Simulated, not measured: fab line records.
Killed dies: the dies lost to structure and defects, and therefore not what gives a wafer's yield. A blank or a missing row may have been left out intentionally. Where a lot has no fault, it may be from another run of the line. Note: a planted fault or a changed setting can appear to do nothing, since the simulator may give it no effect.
Problem report in the 8D (eight disciplines) form, filled by code	flow n5_finfet	the parts of the form that need people (team, actions taken, sign-off) are left out

## 1. THE PROBLEM
ION_P at N5_BEOL_M4_RC_MEAS_101 reads a mean of 179 uA/um on 9 wafers of 3 lots; wafers without a fault read 455 uA/um with a standard deviation of 7.2. Relative to the usual mean, that is a shift of -38 standard deviations.
First seen on wafer L487.1, day 12 13:13, on prober-02. The record holds 24 wafers of 8 lots with a number at this step. The rule behind "out" and "out of limits": a value lying over 4 standard deviations away from the usual mean. All remaining wafers that have a number are taken as sound.

## 2. WHAT IT IS; WHAT IT IS NOT
question	is	is not
which readings at this step	ION_P, CJ_P, IOFF_P, IOFF_P_85C, IOFF_P_LIN, REXT_P, VT_P, VT_P_LVT	DIBL_N, IOFF_N, ION_N, SS_N, VT_N
which lots	L487, L488, L489	L481, L493, L497, L499, L501
which wafers of those lots	all that have a number	-
read on which gauges	prober-01, prober-02	-
when	from day 12 13:13	up to then (3 sound wafers); but 12 sound wafers of L493, L497, L499, L501 came after

## 3. SUSPECTS, AND WHAT RULES EACH OUT
Counting: a tool at any process step up to the reading remains a suspect when it ran all the lots that are out and ran no sound lot after the first of those.
- the gauge at N5_BEOL_M4_RC_MEAS_101 is ruled out. 2 gauges (prober-01, prober-02) read the wafers that are out.
- epi_rpcvd-02 at N5_SD_EPI_N_VAPOR_ETCH_50 (etches Si in HCl, time 54 s): ruled out as a lasting fault. Sound lots L501 ran on it after its first lot that is out, L487 (day 5 12:36).
- rie_si-06 at N5_SD_EPI_P_SD_RECESS_17 (chemistry HBr/Cl2/O2, target depth 39.1 nm, bt time 3 s): ruled out as a lasting fault. Sound lots L493, L501 ran on it after its first lot that is out, L487 (day 5 16:55).
Left after counting: nothing in the record.

## 4. THE CAUSE (what the simulator had put in)
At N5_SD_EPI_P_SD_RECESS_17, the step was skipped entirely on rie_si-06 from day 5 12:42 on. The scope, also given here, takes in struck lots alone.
It was ruled out by counting, in error; the rule expects a fault to strike all lots run on its tool from its start on, and this fault did not.

## 5. SEQUENCE OF EFFECTS, ordered by route
Rows list readings where the struck wafers' mean (over those with a number) sits beyond 3 standard deviations from the usual. Only readings for which the record gives a usual standard deviation are gone through. hours: the time from each lot's start at the first step in this table that gives one to its start at this step, as a median over the lots. sigmas: the change in usual standard deviations.
hours	step	reading	usual	on struck wafers	change	sigmas
0	N5_BEOL_M4_RC_MEAS_101	CJ_P	5.80	2.03	-3.77	-18
0	N5_BEOL_M4_RC_MEAS_101	DIBL_P	35.6 mV/V	25.9	-9.7	-4.4
0	N5_BEOL_M4_RC_MEAS_101	IOFF_P	0.19 nA/um	0.02	-0.17	-5.3
0	N5_BEOL_M4_RC_MEAS_101	IOFF_P_85C	3.4 nA/um	0.5	-2.9	-6.0
0	N5_BEOL_M4_RC_MEAS_101	IOFF_P_LIN	0.091 nA/um	0.014	-0.077	-6.4
0	N5_BEOL_M4_RC_MEAS_101	IOFF_P_LONG	0.000101 nA/um	0.000080	-0.000021	-3.1
0	N5_BEOL_M4_RC_MEAS_101	ION_P	455 uA/um	179	-276	-38
0	N5_BEOL_M4_RC_MEAS_101	REXT_P	100.3 ohm.um	144.0	+43.7	+17
0	N5_BEOL_M4_RC_MEAS_101	VT_P	-253 mV	-306	-53	-16
0	N5_BEOL_M4_RC_MEAS_101	VT_P_LVT	-100.2 mV	-152.7	-52.5	-19
107	N5_PASSIVATION_PROBE_49	sort_bin_8_speed	0.02 %	92.00	+91.98	+99 or more
107	N5_PASSIVATION_PROBE_49	sort_n_pass	1077	0	-1077	-63
107	N5_PASSIVATION_PROBE_49	sort_yield_pct	91.2 %	0.0	-91.2	-65
Here are the process steps it includes:
- N5_PASSIVATION_PROBE_49
Readings that are blank on the struck wafers while sound wafers have them: HBr_flow_sccm at N5_SD_EPI_P_SD_RECESS_17; O2_flow_sccm at N5_SD_EPI_P_SD_RECESS_17; chamber_pressure_mTorr at N5_SD_EPI_P_SD_RECESS_17; drypump_motor_current_A at N5_SD_EPI_P_SD_RECESS_17; oes_product_au at N5_SD_EPI_P_SD_RECESS_17; throttle_valve_pct at N5_SD_EPI_P_SD_RECESS_17.

## 6. WHAT WOULD HAVE CAUGHT IT SOONER
The first out-of-limits reading at a measuring or inspecting step in this record came at day 12 13:13, 169 hours after the fault's start at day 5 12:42.
At N5_SD_EPI_P_SD_RECESS_17 the tool's readings are blank on the struck wafers, where sound wafers have them: an empty tool record is the first sign, and it was there at once.
